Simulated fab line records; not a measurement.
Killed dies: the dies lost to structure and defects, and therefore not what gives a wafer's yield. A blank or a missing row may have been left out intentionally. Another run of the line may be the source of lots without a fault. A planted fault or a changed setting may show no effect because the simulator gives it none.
Which tool is to blame? + flow n5 finfet + Sampling: 23 lots, 69 wafers, 5 of 1938 route steps

WHAT EACH GAUGE READ, for each wafer
N5_BEOL_M3_CD_MEAS_11: the cd target is 17.05 nm. Usual: 17.00 nm for cd nm, sd 0.27.
| lot  | measured     | on        | cd nm (nm)        | flag |
|------|--------------|-----------|-------------------|------|
| L074 | day 6 19:47  | cd sem-01 | 16.96 16.67 16.49 |      |
| L075 | day 7 12:52  | cd sem-01 | 16.80 16.46 16.79 |      |
| L076 | day 7 12:55  | cd sem-02 | 17.24 17.72 16.81 |      |
| L077 | day 7 12:57  | cd sem-03 | 16.62 17.26 17.22 |      |
| L078 | day 7 22:47  | cd sem-01 | 16.78 17.05 16.98 |      |
| L079 | day 8 07:59  | cd sem-02 | 17.37 16.58 17.07 |      |
| L080 | day 8 14:46  | cd sem-03 | 16.97 17.12 16.97 |      |
| L081 | day 8 19:32  | cd sem-01 | 17.11 16.99 16.95 |      |
| L082 | day 9 00:47  | cd sem-01 | 17.00 17.03 17.12 |      |
| L083 | day 9 09:14  | cd sem-03 | 17.35 17.30 17.50 |      |
| L084 | day 9 19:09  | cd sem-01 | 16.89 17.28 17.00 |      |
| L085 | day 10 03:01 | cd sem-02 | 16.95 16.53 16.93 |      |
| L086 | day 10 06:46 | cd sem-03 | 17.40 16.69 16.86 |      |
| L088 | day 10 14:46 | cd sem-03 | 16.95 16.45 16.97 |      |
| L089 | day 10 20:53 | cd sem-03 | 16.60 16.86 16.99 |      |
| L087 | day 10 21:26 | cd sem-02 | 16.86 17.13 17.22 |      |
| L090 | day 10 23:20 | cd sem-02 | 16.73 17.35 17.56 |      |
| L091 | day 11 02:38 | cd sem-02 | 17.25 17.10 17.37 |      |
| L093 | day 11 14:38 | cd sem-03 | 16.65 17.21 17.19 |      |
| L092 | day 11 14:44 | cd sem-02 | 16.69 17.11 17.06 |      |
| L095 | day 12 18:58 | cd sem-03 | 16.98 16.87 16.71 |      |
| L096 | day 12 22:01 | cd sem-03 | 16.83 17.24 17.27 |      |
| L097 | day 13 00:41 | cd sem-01 | 17.10 17.18 16.74 |      |

N5_BEOL_M3_OVL_MEAS_29. Usual: V2_OVL gives -0.2 nm (standard deviation 0.72).
| lot  | measured     | on         | V2_OVL (nm)    | flag |
|------|--------------|------------|----------------|------|
| L074 | day 6 20:52  | overlay-02 | -0.3 -0.4 -0.5 |      |
| L075 | day 7 13:46  | overlay-02 | -1.2 -0.7 0.3  |      |
| L076 | day 7 13:51  | overlay-02 | -0.4 0.3 0.5   |      |
| L077 | day 7 13:54  | overlay-01 | -0.5 0.4 -0.3  |      |
| L078 | day 7 23:53  | overlay-01 | 1.1 1.0 1.3    |      |
| L079 | day 8 08:58  | overlay-01 | -0.7 0.6 -0.6  |      |
| L080 | day 8 15:49  | overlay-02 | -0.4 -0.2 -0.6 |      |
| L081 | day 8 20:43  | overlay-01 | -0.8 -1.0 -0.9 |      |
| L082 | day 9 01:43  | overlay-02 | -0.4 -1.2 -0.8 |      |
| L083 | day 9 10:08  | overlay-02 | 0.8 -0.1 0.9   |      |
| L084 | day 9 20:09  | overlay-02 | -0.5 1.3 1.1   |      |
| L085 | day 10 04:07 | overlay-01 | 0.5 -0.8 -0.7  |      |
| L086 | day 10 07:48 | overlay-01 | 0.3 -0.2 -1.6  |      |
| L088 | day 10 15:49 | overlay-02 | -0.3 0.2 -0.1  |      |
| L089 | day 10 21:54 | overlay-02 | 0.7 -0.2 -1.2  |      |
| L087 | day 10 22:20 | overlay-01 | -0.8 -0.9 -1.3 |      |
| L090 | day 11 00:15 | overlay-02 | 0.2 0.7 -0.2   |      |
| L091 | day 11 03:40 | overlay-02 | 0.1 0.7 -0.1   |      |
| L093 | day 11 15:32 | overlay-01 | -1.2 0.0 -1.0  |      |
| L092 | day 11 15:39 | overlay-01 | 0.0 0.5 0.3    |      |
| L095 | day 12 20:10 | overlay-01 | 0.0 -0.3 0.6   |      |
| L096 | day 12 22:55 | overlay-02 | 0.2 -1.0 -0.1  |      |
| L097 | day 13 01:43 | overlay-01 | -0.3 -0.2 0.3  |      |

WHICH TOOL RAN EACH LOT (tool, then ch and the chambers of the sampled wafers, then the start)
| lot  | N5_BEOL_M3_DESCUM_16               | N5_BEOL_M3_ETCH_74                 | N5_BEOL_M3_ETCH_64                 |
|------|------------------------------------|------------------------------------|------------------------------------|
| L074 | rie diel-01 ch 1,2, day 6 19:54    | rie diel-01 ch 1,2, day 6 19:56    | rie diel-01 ch 1,2, day 6 19:59    |
| L075 | rie diel-03 ch 0,1,3, day 7 13:00  | rie diel-03 ch 0,1,3, day 7 13:02  | rie diel-03 ch 0,1,3, day 7 13:05  |
| L076 | rie diel-02 ch 0,2,3, day 7 13:02  | rie diel-02 ch 0,2,3, day 7 13:04  | rie diel-02 ch 0,2,3, day 7 13:07  |
| L077 | rie diel-01 ch 0,1,3, day 7 13:04  | rie diel-01 ch 0,1,3, day 7 13:07  | rie diel-01 ch 0,1,3, day 7 13:09  |
| L078 | rie diel-02 ch 1,2, day 7 22:55    | rie diel-02 ch 1,2, day 7 22:57    | rie diel-02 ch 1,2, day 7 22:59    |
| L079 | rie diel-02 ch 0,3, day 8 08:11    | rie diel-02 ch 0,3, day 8 08:13    | rie diel-02 ch 0,3, day 8 08:16    |
| L080 | rie diel-03 ch 0,2, day 8 14:53    | rie diel-03 ch 0,2, day 8 14:55    | rie diel-03 ch 0,2, day 8 14:58    |
| L081 | rie diel-02 ch 0,1,3, day 8 19:52  | rie diel-02 ch 0,1,3, day 8 19:54  | rie diel-02 ch 0,1,3, day 8 19:57  |
| L082 | rie diel-03 ch 1,2,3, day 9 00:54  | rie diel-03 ch 1,2,3, day 9 00:56  | rie diel-03 ch 1,2,3, day 9 00:59  |
| L083 | rie diel-01 ch 0,3, day 9 09:22    | rie diel-01 ch 0,3, day 9 09:24    | rie diel-01 ch 0,3, day 9 09:26    |
| L084 | rie diel-01 ch 0,2,3, day 9 19:22  | rie diel-01 ch 0,2,3, day 9 19:24  | rie diel-01 ch 0,2,3, day 9 19:27  |
| L085 | rie diel-01 ch 0,2,3, day 10 03:19 | rie diel-01 ch 0,2,3, day 10 03:21 | rie diel-01 ch 0,2,3, day 10 03:24 |
| L086 | rie diel-01 ch 1,2,3, day 10 06:53 | rie diel-01 ch 1,2,3, day 10 06:55 | rie diel-01 ch 1,2,3, day 10 06:58 |
| L088 | rie diel-01 ch 0,1,3, day 10 14:54 | rie diel-01 ch 0,1,3, day 10 14:56 | rie diel-01 ch 0,1,3, day 10 14:59 |
| L089 | rie diel-01 ch 1,3, day 10 21:00   | rie diel-01 ch 1,3, day 10 21:02   | rie diel-01 ch 1,3, day 10 21:05   |
| L087 | rie diel-01 ch 0,1,2, day 10 21:34 | rie diel-01 ch 0,1,2, day 10 21:35 | rie diel-01 ch 0,1,2, day 10 21:38 |
| L090 | rie diel-03 ch 0,2,3, day 10 23:28 | rie diel-03 ch 0,2,3, day 10 23:29 | rie diel-03 ch 0,2,3, day 10 23:32 |
| L091 | rie diel-02 ch 0,1,2, day 11 02:46 | rie diel-02 ch 0,1,2, day 11 02:48 | rie diel-02 ch 0,1,2, day 11 02:51 |
| L093 | rie diel-02 ch 0,1,3, day 11 14:46 | rie diel-02 ch 0,1,3, day 11 14:48 | rie diel-02 ch 0,1,3, day 11 14:50 |
| L092 | rie diel-01 ch 0,2,3, day 11 14:52 | rie diel-01 ch 0,2,3, day 11 14:54 | rie diel-01 ch 0,2,3, day 11 14:57 |
| L095 | rie diel-03 ch 0,1, day 12 19:17   | rie diel-03 ch 0,1, day 12 19:19   | rie diel-03 ch 0,1, day 12 19:22   |
| L096 | rie diel-02 ch 1,2,3, day 12 22:08 | rie diel-02 ch 1,2,3, day 12 22:10 | rie diel-02 ch 1,2,3, day 12 22:13 |
| L097 | rie diel-01 ch 0,1,2, day 13 00:48 | rie diel-01 ch 0,1,2, day 13 00:50 | rie diel-01 ch 0,1,2, day 13 00:53 |
- N5_BEOL_M3_DESCUM_16: chemistry O2, time 7 s.
- N5_BEOL_M3_ETCH_74: etches underlayer in N2/H2, target depth 6.5 nm, time 5.2 s.
- N5_BEOL_M3_ETCH_64: etches SOC in N2/H2, target depth 75 nm, overetch 15 nm, time 112.5 s.

AS READ BY THE TOOLS THEMSELVES (means over the sampled wafers that have a number; for cases with no such wafer, the mark the record gives instead)
N5_BEOL_M3_DESCUM_16. Usual: drypump motor current A 5.6 A, standard deviation 0.49; oes product au 0.81 a.u., standard deviation 0.075; rf vpp V 243.7 V, standard deviation 1.3; showerhead plenum p Torr 2.12 Torr, standard deviation 0.066; throttle valve pct 20.36 %, standard deviation 0.21.
| lot  | tool        | drypump motor current A (A) | oes product au (a.u.) | rf vpp V (V) | showerhead plenum p Torr (Torr) | throttle valve pct (%) | flag |
|------|-------------|-----------------------------|-----------------------|--------------|---------------------------------|------------------------|------|
| L074 | rie diel-01 | 5.2                         | 0.83                  | 242.9        | 2.06                            | 20.20                  |      |
| L075 | rie diel-03 | 6.0                         | 0.87                  | 243.8        | 2.12                            | 20.22                  |      |
| L076 | rie diel-02 | 5.3                         | 0.76                  | 244.5        | 2.12                            | 20.34                  |      |
| L077 | rie diel-01 | 5.7                         | 0.84                  | 244.1        | 2.15                            | 20.40                  |      |
| L078 | rie diel-02 | 5.6                         | 0.73                  | 242.4        | 2.05                            | 20.70                  |      |
| L079 | rie diel-02 | 5.7                         | 0.74                  | 244.5        | 2.17                            | 20.20                  |      |
| L080 | rie diel-03 | 6.1                         | 0.90                  | 245.0        | 2.17                            | 20.10                  |      |
| L081 | rie diel-02 | 5.6                         | 0.72                  | 244.4        | 2.12                            | 20.48                  |      |
| L082 | rie diel-03 | 6.2                         | 0.84                  | 244.6        | 2.17                            | 20.33                  |      |
| L083 | rie diel-01 | 5.6                         | 0.88                  | 244.1        | 2.16                            | 20.43                  |      |
| L084 | rie diel-01 | 5.4                         | 0.85                  | 243.5        | 2.13                            | 20.37                  |      |
| L085 | rie diel-01 | 5.4                         | 0.84                  | 243.4        | 2.13                            | 20.37                  |      |
| L086 | rie diel-01 | 5.3                         | 0.83                  | 243.0        | 2.09                            | 20.30                  |      |
| L088 | rie diel-01 | 5.7                         | 0.82                  | 243.4        | 2.15                            | 20.45                  |      |
| L089 | rie diel-01 | 5.6                         | 0.80                  | 243.0        | 2.10                            | 20.37                  |      |
| L087 | rie diel-01 | 5.5                         | 0.80                  | 243.9        | 2.11                            | 20.38                  |      |
| L090 | rie diel-03 | 5.9                         | 0.88                  | 243.4        | 2.13                            | 20.16                  |      |
| L091 | rie diel-02 | 5.7                         | 0.85                  | 243.3        | 2.08                            | 20.33                  |      |
| L093 | rie diel-02 | 5.6                         | 0.80                  | 243.6        | 2.12                            | 20.37                  |      |
| L092 | rie diel-01 | 5.4                         | 0.83                  | 244.3        | 2.12                            | 20.38                  |      |
| L095 | rie diel-03 | 6.3                         | 0.76                  | 244.6        | 2.11                            | 20.32                  |      |
| L096 | rie diel-02 | 5.3                         | 0.91                  | 243.1        | 2.07                            | 20.39                  |      |
| L097 | rie diel-01 | 5.4                         | 0.79                  | 243.2        | 2.11                            | 20.40                  |      |

N5_BEOL_M3_ETCH_74. Usual: bias w is 149.9 W with standard deviation 0.42, drypump motor current A is 5.6 A with standard deviation 0.49, etch rf on time s is 5.17 s with standard deviation 0.09, oes product au is 0.69 a.u. with standard deviation 0.062, rf vpp V is 524.9 V with standard deviation 2.6, showerhead plenum p Torr is 2.57 Torr with standard deviation 0.081, and throttle valve pct is 17.75 % with standard deviation 0.19.
| lot  | tool        | bias w (W) | drypump motor current A (A) | etch rf on time s (s) | oes product au (a.u.) | rf vpp V (V) | showerhead plenum p Torr (Torr) | throttle valve pct (%) | flag |
|------|-------------|------------|-----------------------------|-----------------------|-----------------------|--------------|---------------------------------|------------------------|------|
| L074 | rie diel-01 | 149.8      | 5.1                         | 5.06                  | 0.71                  | 522.5        | 2.50                            | 17.55                  |      |
| L075 | rie diel-03 | 149.6      | 6.0                         | 5.21                  | 0.74                  | 525.1        | 2.58                            | 17.63                  |      |
| L076 | rie diel-02 | 149.9      | 5.4                         | 5.20                  | 0.65                  | 525.0        | 2.58                            | 17.80                  |      |
| L077 | rie diel-01 | 149.6      | 5.7                         | 5.17                  | 0.72                  | 525.8        | 2.61                            | 17.76                  |      |
| L078 | rie diel-02 | 149.3      | 5.6                         | 5.27                  | 0.62                  | 523.2        | 2.49                            | 18.12                  |      |
| L079 | rie diel-02 | 150.1      | 5.7                         | 5.18                  | 0.64                  | 527.8        | 2.64                            | 17.73                  |      |
| L080 | rie diel-03 | 150.4      | 6.2                         | 5.21                  | 0.76                  | 525.4        | 2.64                            | 17.58                  |      |
| L081 | rie diel-02 | 149.9      | 5.6                         | 5.21                  | 0.61                  | 525.3        | 2.59                            | 17.94                  |      |
| L082 | rie diel-03 | 150.1      | 6.3                         | 5.17                  | 0.71                  | 528.8        | 2.64                            | 17.76                  |      |
| L083 | rie diel-01 | 150.2      | 5.6                         | 5.25                  | 0.73                  | 526.2        | 2.62                            | 17.74                  |      |
| L084 | rie diel-01 | 149.7      | 5.4                         | 5.09                  | 0.72                  | 525.5        | 2.57                            | 17.67                  |      |
| L085 | rie diel-01 | 150.0      | 5.4                         | 5.09                  | 0.72                  | 523.8        | 2.57                            | 17.68                  |      |
| L086 | rie diel-01 | 149.9      | 5.3                         | 5.10                  | 0.70                  | 523.3        | 2.53                            | 17.67                  |      |
| L088 | rie diel-01 | 149.9      | 5.7                         | 5.12                  | 0.70                  | 527.4        | 2.60                            | 17.79                  |      |
| L089 | rie diel-01 | 149.8      | 5.6                         | 5.12                  | 0.69                  | 525.4        | 2.56                            | 17.77                  |      |
| L087 | rie diel-01 | 149.8      | 5.4                         | 5.09                  | 0.68                  | 523.8        | 2.56                            | 17.72                  |      |
| L090 | rie diel-03 | 149.9      | 5.9                         | 5.16                  | 0.74                  | 524.3        | 2.59                            | 17.60                  |      |
| L091 | rie diel-02 | 150.3      | 5.7                         | 5.22                  | 0.72                  | 523.7        | 2.54                            | 17.79                  |      |
| L093 | rie diel-02 | 149.9      | 5.6                         | 5.21                  | 0.68                  | 524.5        | 2.58                            | 17.83                  |      |
| L092 | rie diel-01 | 150.1      | 5.4                         | 5.15                  | 0.71                  | 525.5        | 2.57                            | 17.69                  |      |
| L095 | rie diel-03 | 149.5      | 6.3                         | 5.31                  | 0.64                  | 523.9        | 2.57                            | 17.74                  |      |
| L096 | rie diel-02 | 150.1      | 5.3                         | 5.23                  | 0.75                  | 523.4        | 2.51                            | 17.77                  |      |
| L097 | rie diel-01 | 149.7      | 5.4                         | 5.13                  | 0.67                  | 525.0        | 2.55                            | 17.74                  |      |

N5_BEOL_M3_ETCH_64. Usual: bias w 150.1 W, standard deviation 0.43; drypump motor current A 5.6 A, standard deviation 0.5; oes product au 0.64 a.u., standard deviation 0.055; rf vpp V 524.8 V, standard deviation 2.4; showerhead plenum p Torr 2.57 Torr, standard deviation 0.081; throttle valve pct 17.71 %, standard deviation 0.19.
| lot  | tool        | bias w (W) | drypump motor current A (A) | oes product au (a.u.) | rf vpp V (V) | showerhead plenum p Torr (Torr) | throttle valve pct (%) | flag |
|------|-------------|------------|-----------------------------|-----------------------|--------------|---------------------------------|------------------------|------|
| L074 | rie diel-01 | 150.2      | 5.1                         | 0.65                  | 524.2        | 2.50                            | 17.51                  |      |
| L075 | rie diel-03 | 150.2      | 6.0                         | 0.69                  | 525.6        | 2.58                            | 17.58                  |      |
| L076 | rie diel-02 | 150.0      | 5.4                         | 0.60                  | 524.9        | 2.58                            | 17.74                  |      |
| L077 | rie diel-01 | 150.0      | 5.7                         | 0.67                  | 525.6        | 2.61                            | 17.71                  |      |
| L078 | rie diel-02 | 150.2      | 5.5                         | 0.57                  | 521.9        | 2.49                            | 18.07                  |      |
| L079 | rie diel-02 | 150.1      | 5.7                         | 0.59                  | 527.5        | 2.64                            | 17.69                  |      |
| L080 | rie diel-03 | 150.0      | 6.2                         | 0.71                  | 525.6        | 2.65                            | 17.53                  |      |
| L081 | rie diel-02 | 150.3      | 5.6                         | 0.56                  | 524.8        | 2.59                            | 17.91                  |      |
| L082 | rie diel-03 | 149.8      | 6.3                         | 0.66                  | 526.5        | 2.64                            | 17.74                  |      |
| L083 | rie diel-01 | 150.3      | 5.6                         | 0.68                  | 526.0        | 2.62                            | 17.70                  |      |
| L084 | rie diel-01 | 150.3      | 5.4                         | 0.66                  | 524.9        | 2.57                            | 17.64                  |      |
| L085 | rie diel-01 | 150.2      | 5.4                         | 0.66                  | 524.4        | 2.57                            | 17.62                  |      |
| L086 | rie diel-01 | 149.7      | 5.4                         | 0.65                  | 523.5        | 2.53                            | 17.63                  |      |
| L088 | rie diel-01 | 150.2      | 5.7                         | 0.65                  | 525.8        | 2.60                            | 17.74                  |      |
| L089 | rie diel-01 | 150.2      | 5.6                         | 0.63                  | 524.8        | 2.56                            | 17.74                  |      |
| L087 | rie diel-01 | 150.2      | 5.4                         | 0.63                  | 524.3        | 2.56                            | 17.69                  |      |
| L090 | rie diel-03 | 150.0      | 5.9                         | 0.69                  | 525.1        | 2.59                            | 17.55                  |      |
| L091 | rie diel-02 | 150.0      | 5.7                         | 0.67                  | 523.7        | 2.54                            | 17.74                  |      |
| L093 | rie diel-02 | 150.1      | 5.6                         | 0.62                  | 525.0        | 2.58                            | 17.79                  |      |
| L092 | rie diel-01 | 149.8      | 5.4                         | 0.65                  | 524.2        | 2.57                            | 17.65                  |      |
| L095 | rie diel-03 | 150.6      | 6.3                         | 0.61                  | 525.2        | 2.57                            | 17.71                  |      |
| L096 | rie diel-02 | 150.2      | 5.3                         | 0.70                  | 523.4        | 2.51                            | 17.73                  |      |
| L097 | rie diel-01 | 149.9      | 5.5                         | 0.62                  | 524.1        | 2.55                            | 17.72                  |      |

THE ANSWER, worked out from the rows above alone
Rule: a lot is off if the mean of its wafers that have a number lies more than 3 standard deviations from the usual mean. Also off: a lot with no number at a reading for which 4 or more lots have one. All remaining lots with rows at the step are treated as sound. The gauges are gone through in route order, then the tools' own readings, and for those a lot's mean is taken as printed above. At the first step where some lot is off, the reading lying furthest off is the one used; lots without a number count as furthest.
Across all readings shown, no lot is off: no conclusion can be drawn from this.

WHAT HAD BEEN PUT IN BY THE SIMULATOR
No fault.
